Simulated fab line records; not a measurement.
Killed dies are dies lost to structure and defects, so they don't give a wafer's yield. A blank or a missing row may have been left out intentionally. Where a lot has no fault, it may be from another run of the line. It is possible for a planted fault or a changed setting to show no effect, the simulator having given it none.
Chamber matching | flow n5-finfet | N5_PMOS_HMC_CHANNEL_EPI_STRIP_33 on rie-diel-03: 4 sister chambers
The step strips in N2/H2. 7 wafers are shown with their chamber, then 7 later ones without.

== EACH WAFER AND ITS CHAMBER ==
wafer  | chamber | drypump-motor-current-A (A) | throttle-valve-pct (%)
L781.5 | 1       | 6.5                         | 18.4
L786.5 | 3       | 4.9                         | 19.4
L792.1 | 1       | 6.4                         | 18.4
L792.2 | 3       | 5.0                         | 19.5
L793.2 | 2       | 5.4                         | 18.9
L793.6 | 0       | 6.0                         | 19.5
L795.1 | 2       | 5.4                         | 18.9

== WAFERS WITH NO CHAMBER GIVEN ==
wafer  | drypump-motor-current-A (A) | throttle-valve-pct (%)
L795.4 | 6.0                         | 19.5
L795.5 | 5.4                         | 18.9
L797.1 | 5.4                         | 18.9
L797.6 | 4.9                         | 19.5
L801.1 | 4.9                         | 19.5
L801.4 | 6.5                         | 18.5
L801.6 | 4.9                         | 19.5

== EACH ONE'S CHAMBER ==
wafer  | from the rows above | in truth
L795.4 | 0                   | 0
L795.5 | 2                   | 2
L797.1 | 2                   | 2
L797.6 | 3                   | 3
L801.1 | 3                   | 3
L801.4 | 1                   | 1
L801.6 | 3                   | 3
Correctly placed: 7 of 7. Left unplaced by these rows: 0. 0 placed wrongly.
How it was worked out, from the rows above alone: a wafer's distance from a chamber is the root of the sum, over the readings, of the square of ((its reading less the chamber's mean) divided by the reading's scatter). If the next closest chamber is less than 2 further off than the closest, the wafer can't be placed; otherwise it belongs to the closest. A chamber's mean is the mean of its shown wafers. The scatter: the root of (the sum of the squares of (reading less its chamber's mean) over the shown wafers, divided by (wafers less chambers)).
